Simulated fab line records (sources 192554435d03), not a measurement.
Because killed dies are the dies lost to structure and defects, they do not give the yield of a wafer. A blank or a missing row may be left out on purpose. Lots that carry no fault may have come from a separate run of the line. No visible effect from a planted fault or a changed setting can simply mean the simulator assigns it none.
fab line records | flow n5_finfet
[record] lots = 11 wafers = 32 last_day = 19
route steps=1938 shown BEOL_M4@1089 PASSIVATION@1936
lots untouched by any fault: they come from a run of this same line in which no faults occurred
start_h: hours from the record's first day to the start of the lot's first wafer shown | wait_h: hours elapsed since this lot's preceding step | " repeats the value in the row above | L1.1+2: a single row standing in for several wafers | - either no value or no given start | * or withheld: withheld | < > ~ a bound
route shown NAME@n: names a module that has steps shown in the file, with the first one's number in the route | usual: the fault-free wafers' mean and standard deviation | same: alike in all rows | chamber/n: place in a boat | sites: each site's reading | _std_site: the values' standard deviation | _edge_site: the outer-site mean with the inner-site mean subtracted | radius_mm: how far each site lies from the wafer's centre | mask NAME#n: copy n | behind: tool/chamber where the wafer was last shaped | hold: why the lot went on hold/how many hours it stayed there/how the hold came to an end | device: names the non-switching transistor (n, p or np) | end of line: tests of these same wafers at the route's end | a step given without rows: its recipe and nothing more | killed: the dies lost at the first sort to structure and to defects; this is not the yield of the wafer | map: per-die view of a wafer (x killed, . not killed, _ where there is no die)
set.NAME: setting as actually run; set.NAME@STEP: the setting as run at that earlier step | model.NAME: the simulator's own value behind a step, which no gauge read
a sample of lots followed through the steps of the route, with each step as a table and each wafer as a row
services: a tool's chamber out of use, with start hour (start_h, from the record's first day; less than 0 if before it), hours out, and reason
[[steps]]
[step N5_BEOL_M4_ANNEAL_82]
[recipe] temp_c = 400 time_s = 240 ambient = vacuum
[usual] heater_power_w = 805/90
// columns lot.wafer tool chamber start_h wait_h heater_power_w
L808.4 pvd_sputter-02 - 173.97 0.1 871
L808.5 " - " " 841
L808.6 " - " " 871
L810.4 pvd_sputter-02 - 185.34 0.0 874
L810.5 " - " " 843
L810.6 " - " " 854
L811.1 pvd_sputter-02 - 197.49 0.0 598
L811.3 " - " " 885
L811.4 " - " " 859
L812.2 pvd_sputter-01 - 202.53 0.1 866
L812.5 " - " " 626
L812.6 " - " " 816
L816.2 pvd_sputter-01 - 220.69 0.1 825
L816.3 " - " " 840
L816.6 " - " " 632
L815.2 pvd_sputter-03 - 230.73 0.0 917
L815.4 " - " " 789
L815.5 " - " " 897
L818.1 pvd_sputter-03 - 251.19 0.0 901
L818.3 " - " " 831
L827.1 pvd_sputter-02 - 301.28 0.0 578
L827.2 " - " " 826
L827.3 " - " " 845
L828.2 pvd_sputter-02 - 305.62 0.0 604
L828.3 " - " " 872
L828.6 " - " " 879
L830.1 pvd_sputter-01 - 320.06 0.0 839
L830.3 " - " " 827
L830.6 " - " " 810
L829.4 pvd_sputter-03 - 326.75 0.1 899
L829.5 " - " " 847
L829.6 " - " " 783
[step N5_BEOL_M4_ANNEAL_89]
[recipe] temp_c = 400 time_s = 240 ambient = vacuum
[usual] heater_power_w = 806/92
// columns lot.wafer tool chamber start_h wait_h heater_power_w
L808.4 pvd_sputter-02 - 174.41 0.1 860
L808.5 " - " " 853
L808.6 " - " " 874
L810.4 pvd_sputter-02 - 185.78 0.0 852
L810.5 " - " " 865
L810.6 " - " " 869
L811.1 pvd_sputter-02 - 197.93 0.0 613
L811.3 " - " " 854
L811.4 " - " " 852
L812.2 pvd_sputter-01 - 203.41 0.1 849
L812.5 " - " " 651
L812.6 " - " " 812
L816.2 pvd_sputter-01 - 221.57 0.1 827
L816.3 " - " " 856
L816.6 " - " " 617
L815.2 pvd_sputter-03 - 231.17 0.0 902
L815.4 " - " " 787
L815.5 " - " " 910
L818.1 pvd_sputter-03 - 251.63 0.0 890
L818.3 " - " " 818
L827.1 pvd_sputter-02 - 301.72 0.0 603
L827.2 " - " " 868
L827.3 " - " " 852
L828.2 pvd_sputter-02 - 306.06 0.0 623
L828.3 " - " " 853
L828.6 " - " " 876
L830.1 pvd_sputter-01 - 320.50 0.0 850
L830.3 " - " " 845
L830.6 " - " " 836
L829.4 pvd_sputter-03 - 327.19 0.1 894
L829.5 " - " " 842
L829.6 " - " " 778
[step N5_BEOL_M4_THK_MEAS_53]
[recipe] thk_meas_gauge = xrf reads = Cu_of_BEOL_M4_ECD_50
[usual] M4_THK = 40.5/1.2
// columns lot.wafer tool chamber start_h wait_h M4_THK[nm]
L808.4 film_metro-01 - 175.93 - 40.5
L808.5 " - " " 41.3
L808.6 " - " " 41.6
L810.4 film_metro-02 - 187.37 - 41.0
L810.5 " - " " 42.1
L810.6 " - " " 42.0
L811.1 film_metro-02 - 199.51 - 40.9
L811.3 " - " " 38.8
L811.4 " - " " 39.5
L812.2 film_metro-01 - 205.89 - 39.9
L812.5 " - " " 41.0
L812.6 " - " " 39.9
L816.2 film_metro-01 - 224.40 - 40.9
L816.3 " - " " 41.4
L816.6 " - " " 39.7
L815.2 film_metro-02 - 232.87 - 40.7
L815.4 " - " " 40.2
L815.5 " - " " 40.9
L818.1 film_metro-01 - 253.21 - 41.5
L818.3 " - " " 41.4
L827.1 film_metro-01 - 303.42 - 40.0
L827.2 " - " " 39.3
L827.3 " - " " 38.3
L828.2 film_metro-01 - 307.64 - 39.4
L828.3 " - " " 39.4
L828.6 " - " " 41.2
L830.1 film_metro-01 - 322.47 - 40.3
L830.3 " - " " 39.4
L830.6 " - " " 39.8
L829.4 film_metro-01 - 328.70 - 39.5
L829.5 " - " " 38.6
L829.6 " - " " 38.3
[step N5_BEOL_M4_CO_CAP_55]
[recipe] material = Co target_thk_a = 20 temp_c = 200 precursor = CCTBA/H2 pressure_torr = 30 time_s = 102.1
[usual] heater_power_w = 239/20 run_length_s = 125.2/0.39
// columns lot.wafer tool chamber start_h wait_h heater_power_w run_length_s since_wet_clean_h
L808.4 cvd_co-01 0 176.04 0.0 274 125.3 -
L808.5 " 2 " " 228 124.8 -
L808.6 " 1 " " 219 125.0 -
L810.4 cvd_co-01 1 187.48 0.0 222 124.7 -
L810.5 " 0 " " 277 125.2 -
L810.6 " 2 " " 222 124.9 -
L811.1 cvd_co-02 0 199.61 0.0 250 124.9 741
L811.3 " 0 " " 250 124.9 -
L811.4 " 1 " " 225 125.3 -
L812.2 cvd_co-02 1 205.97 0.0 219 125.7 1185
L812.5 " 2 " " 238 125.4 -
L812.6 " 0 " " 240 124.9 -
L816.2 cvd_co-02 0 224.47 0.0 249 125.3 766
L816.3 " 1 " " 220 125.2 1203
L816.6 " 2 " " 239 125.2 -
L815.2 cvd_co-02 0 232.99 0.0 247 125.3 774
L815.4 " 1 " " 218 179.9 -
L815.5 " 2 " " 250 125.3 -
L818.1 cvd_co-02 0 253.33 0.0 242 179.0 795
L818.3 " 2 " " 244 125.7 335
L827.1 cvd_co-01 1 303.50 0.0 226 125.0 167
L827.2 " 2 " " 235 125.1 592
L827.3 " 0 " " 277 125.2 1064
L828.2 cvd_co-01 1 307.77 0.0 227 124.7 171
L828.3 " 2 " " 226 125.5 596
L828.6 " 0 " " 279 125.4 -
L830.1 cvd_co-01 0 322.55 0.0 280 124.8 1083
L830.3 " 1 " " 219 125.2 186
L830.6 " 0 " " 279 125.4 -
L829.4 cvd_co-01 0 328.81 0.0 281 124.7 -
L829.5 " 2 " " 222 124.4 -
L829.6 " 1 " " 226 124.7 -
[step N5_BEOL_M4_RC_MEAS_101]
[usual] DIBL_N = 36.2/1.2 DIBL_P = 36.3/1.3 IOFF_N = 0.155/0.019 IOFF_P = 0.210/0.029 ION_N = 677/8.6 ION_P = 465/6.8 SS_N = 71.4/0.48 SS_P = 73.2/0.53 VT_N = 249.9/2.4 VT_P = -250/3.2
// columns lot.wafer tool chamber start_h wait_h DIBL_N[mV/V] DIBL_P[mV/V] IOFF_N[nA/um] IOFF_P[nA/um] ION_N[uA/um] ION_P[uA/um] SS_N[mV/dec] SS_P[mV/dec] VT_N[mV] VT_P[mV]
L808.4 prober-01 0 176.70 0.5 35.3 36.5 0.138 0.190 682 470 70.8 73.2 250.0 -251
L808.5 " 0 " " 36.7 38.1 0.162 0.215 675 464 72.0 73.5 250.2 -249
L808.6 " 0 " " 34.3 35.1 0.116 0.163 674 460 70.3 72.9 257.5 -254
L810.4 prober-01 0 188.14 0.5 34.5 35.1 0.138 0.196 682 470 70.4 73.4 250.0 -249
L810.5 " 0 " " 34.6 34.9 0.140 0.194 670 465 70.7 72.7 251.1 -251
L810.6 " 0 " " 34.0 34.1 0.121 0.177 664 456 70.3 72.9 253.0 -254
L811.1 prober-02 0 199.88 0.0 35.7 36.0 0.144 0.215 671 463 71.6 73.4 251.6 -249
L811.3 " 0 " " 37.4 38.4 0.182 0.245 678 469 70.9 74.0 246.6 -247
L811.4 " 0 " " 37.0 37.4 0.166 0.222 666 464 71.0 73.7 249.5 -248
L812.2 prober-02 0 206.36 0.2 37.6 37.0 0.164 0.198 679 458 71.6 73.7 248.7 -252
L812.5 " 0 " " 37.2 36.6 0.149 0.181 673 457 71.4 74.1 252.1 -253
L812.6 " 0 " " 36.1 35.7 0.144 0.183 674 465 71.0 73.3 251.6 -251
L816.2 prober-01 0 224.86 0.2 37.3 38.1 0.192 0.255 688 467 71.8 74.0 248.3 -245
L816.3 " 0 " " 35.2 36.1 0.156 0.230 674 461 71.5 73.6 248.8 -245
L816.6 " 0 " " 35.7 36.5 0.164 0.228 676 467 71.1 72.9 248.3 -249
L815.2 prober-02 0 233.38 0.2 35.4 35.1 0.155 0.235 679 473 71.8 73.3 247.3 -246
L815.4 " 0 " " 36.1 35.5 0.165 0.245 683 477 71.8 73.4 248.0 -244
L815.5 " 0 " " 35.5 35.5 0.158 0.257 671 474 71.6 73.4 248.7 -244
L818.1 prober-01 0 253.57 0.0 35.5 35.8 0.165 0.222 687 467 71.0 73.1 245.4 -249
L818.3 " 0 " " 35.9 35.3 0.152 0.218 678 469 71.9 73.3 252.4 -250
L827.1 prober-02 0 303.74 0.0 34.4 35.3 0.122 0.160 668 457 70.6 72.8 253.7 -255
L827.2 " 0 " " 35.5 36.5 0.139 0.180 681 462 71.3 73.1 249.6 -254
L827.3 " 0 " " 35.8 36.0 0.135 0.172 664 452 71.3 72.6 249.5 -251
L828.2 prober-02 0 308.16 0.2 37.6 36.5 0.155 0.207 665 457 71.7 72.6 250.2 -250
L828.3 " 0 " " 37.3 37.1 0.156 0.218 680 465 71.6 72.3 250.3 -249
L828.6 " 0 " " 37.2 36.3 0.147 0.203 671 467 71.3 73.1 250.7 -249
L830.1 prober-02 0 322.78 0.0 35.4 33.4 0.128 0.159 657 451 70.9 72.4 252.2 -254
L830.3 " 0 " " 36.9 35.5 0.159 0.188 673 459 71.7 72.8 250.4 -251
L830.6 " 0 " " 37.4 36.0 0.164 0.199 674 458 71.9 73.6 249.7 -252
L829.4 prober-02 0 329.51 0.5 36.7 36.1 0.170 0.206 676 466 71.5 73.0 247.0 -251
L829.5 " 0 " " 36.6 35.9 0.166 0.199 676 461 70.6 73.5 250.3 -252
L829.6 " 0 " " 37.7 38.0 0.184 0.240 690 471 72.1 73.9 245.6 -249
[step N5_PASSIVATION_PROBE_49]
[usual] defect_limited_yield = 91.2/1.4 killed_at_M0_to_M3 = 34/10 killed_at_M4_up = 13/5.1 killed_at_contacts = 12/6.5 killed_at_front_end = 41/11 killed_at_other = 4/3.3 killed_dies = 104/16 killed_open = 69/13 killed_short = 33/7 sort_bin_5_function = 5.1/0.91 sort_bin_6_memory = 3.3/0.69 sort_n_pass = 1076/16 sort_yield_pct = 91.2/1.4
[same] gross_dies = 1180 killed_at_back_side = 0 sort_bin_4_leakage[%] = 0 sort_bin_8_speed[%] = 0
// columns lot.wafer tool chamber start_h wait_h defect_limited_yield[%] killed_at_M0_to_M3 killed_at_M4_up killed_at_contacts killed_at_front_end killed_at_other killed_dies killed_open killed_short sort_bin_5_function[%] sort_bin_6_memory[%] sort_n_pass sort_yield_pct[%]
L808.4 prober-01 - 288.38 0.2 90.4 46 18 1 43 5 113 79 34 5.2 4.3 1067 90.4
L808.5 prober-01 - 288.43 0.2 90.2 42 27 15 31 1 116 76 40 5.3 4.5 1064 90.2
L808.6 prober-01 - 288.48 0.3 91.7 28 13 13 37 7 98 57 41 4.8 3.1 1082 91.7
L810.4 prober-02 - 298.55 0.2 89.4 37 26 10 49 3 125 85 30 5.8 4.0 1055 89.4
L810.5 prober-02 - 298.60 0.2 91.2 29 8 18 48 1 104 70 32 5.3 3.1 1076 91.2
L810.6 prober-02 - 298.65 0.3 90.9 23 16 20 47 1 107 71 33 5.8 3.1 1073 90.9
L816.2 prober-01 - 328.32 0.1 91.9 27 9 21 36 3 96 70 25 4.7 3.1 1084 91.9
L816.3 prober-01 - 328.37 0.1 91.7 47 8 10 32 1 98 69 29 5.0 2.7 1082 91.7
L816.6 prober-01 - 328.52 0.3 94.1 34 6 9 16 5 70 42 25 3.3 2.1 1110 94.1
// killed by level:class
L808.4 BEOL_M3:geometric_particle:open=21 FIN_SAQP:geometric_particle:open=14 BEOL_M0_SAQP:geometric_particle:open=11 BEOL_M4:geometric_particle:open=8 STI_FIN_REVEAL:geometric_particle:open=7 GATE_CUT:geometric_particle:short=7 BEOL_M0_SAQP:geometric_particle:short=7 FIN_SAQP:geometric_particle:short=4
L808.5 BEOL_M4:geometric_particle:open=14 MOL_CONTACT_COAG:geometric_particle:open=11 BEOL_M4:geometric_particle:short=10 STI_FIN_REVEAL:geometric_particle:open=8 BEOL_M3:geometric_particle:open=8 BEOL_M1:geometric_particle:open=7 BEOL_M2:geometric_particle:open=7 BEOL_M0_SAQP:geometric_particle:short=6
L808.6 FIN_SAQP:geometric_particle:short=14 MOL_CONTACT_COAG:geometric_particle:open=11 FIN_SAQP:geometric_particle:open=9 BEOL_M4:geometric_particle:open=7 BEOL_M2:geometric_particle:open=7 BEOL_M0_SAQP:geometric_particle:open=5 BEOL_M1:geometric_particle:open=5 PASS1_CAP:geometric_particle:short=5
L810.4 BEOL_M2:geometric_particle:open=14 BEOL_M4:geometric_particle:open=13 STI_FIN_REVEAL:geometric_particle:open=11 FIN_SAQP:geometric_particle:open=9 MOL_CONTACT_COAG:geometric_particle:open=7 BEOL_M0_SAQP:geometric_particle:short=6 BEOL_M0_SAQP:geometric_particle:open=5 STARTING-WAFER:geometric_particle:open=5
L810.5 STI_FIN_REVEAL:geometric_particle:open=16 MOL_CONTACT_COAG:geometric_particle:open=16 BEOL_M2:geometric_particle:open=10 FIN_SAQP:geometric_particle:short=9 BEOL_M0_SAQP:geometric_particle:open=8 STI_FIN_REVEAL:geometric_particle:short=6 FIN_SAQP:geometric_particle:open=5 BEOL_M2:geometric_particle:short=4
L810.6 STI_FIN_REVEAL:geometric_particle:open=15 MOL_CONTACT_COAG:geometric_particle:open=14 DUMMY_GATE:geometric_particle:open=8 BEOL_M4:geometric_particle:open=8 MOL_CONTACT_COAG:geometric_particle:short=6 BEOL_M0_SAQP:geometric_particle:short=6 FIN_SAQP:geometric_particle:short=5 BEOL_M0_SAQP:geometric_particle:open=4
L816.2 MOL_CONTACT_COAG:geometric_particle:open=17 BEOL_M2:geometric_particle:open=9 GATE_CUT:geometric_particle:open=6 ILD0:geometric_particle:open=5 BEOL_M0_SAQP:geometric_particle:open=5 BEOL_M0_SAQP:geometric_particle:short=5 BEOL_M4:geometric_particle:open=5 FIN_SAQP:geometric_particle:open=4
L816.3 BEOL_M2:geometric_particle:open=18 MOL_CONTACT_COAG:geometric_particle:open=9 BEOL_M0_SAQP:geometric_particle:open=8 FIN_SAQP:geometric_particle:short=7 BEOL_M0_SAQP:geometric_particle:short=7 STI_FIN_REVEAL:geometric_particle:open=5 BEOL_M3:geometric_particle:open=5 GATE_CUT:geometric_particle:short=4
L816.6 BEOL_M0_SAQP:geometric_particle:open=7 BEOL_M0_SAQP:geometric_particle:short=7 MOL_CONTACT_COAG:geometric_particle:open=6 BEOL_M2:geometric_particle:open=6 STI_FIN_REVEAL:geometric_particle:open=4 MOL_CONTACT_COAG:geometric_particle:short=3 BEOL_M0:geometric_particle:open=3 BEOL_M0:geometric_particle:short=3
[[services]]
// columns tool chamber start_h hours kind
cvd_co-02 - 185.61 0.4 repair
cvd_co-02 2 198.84 5.5 repair
cvd_co-01 - 216.40 0.4 repair
cvd_co-01 - 247.49 6.9 pm
[[key]]
[first_sign] step = N5_BEOL_M4_CO_CAP_55 reading = run_length_s direction = up sigmas = 99+ usual = * struck = *
effect none on later readings
met_at N5_BEOL_M4_CO_CAP_55
struck_lots L815,L818
struck_wafers L815.4,L818.1
not_acting_at N5_BEOL_M4_ANNEAL_82,N5_BEOL_M4_ANNEAL_89,N5_BEOL_M4_THK_MEAS_53
onset_between 224.47 232.99
[fault] kind = process_parameter_drift tool = cvd_co-02 chamber = - onset_h = 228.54 steps = N5_BEOL_M4_CO_CAP_55 channel = time_s offset = * shape = step end_h = 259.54 scope = struck_wafers_only acts_in = * stated = *
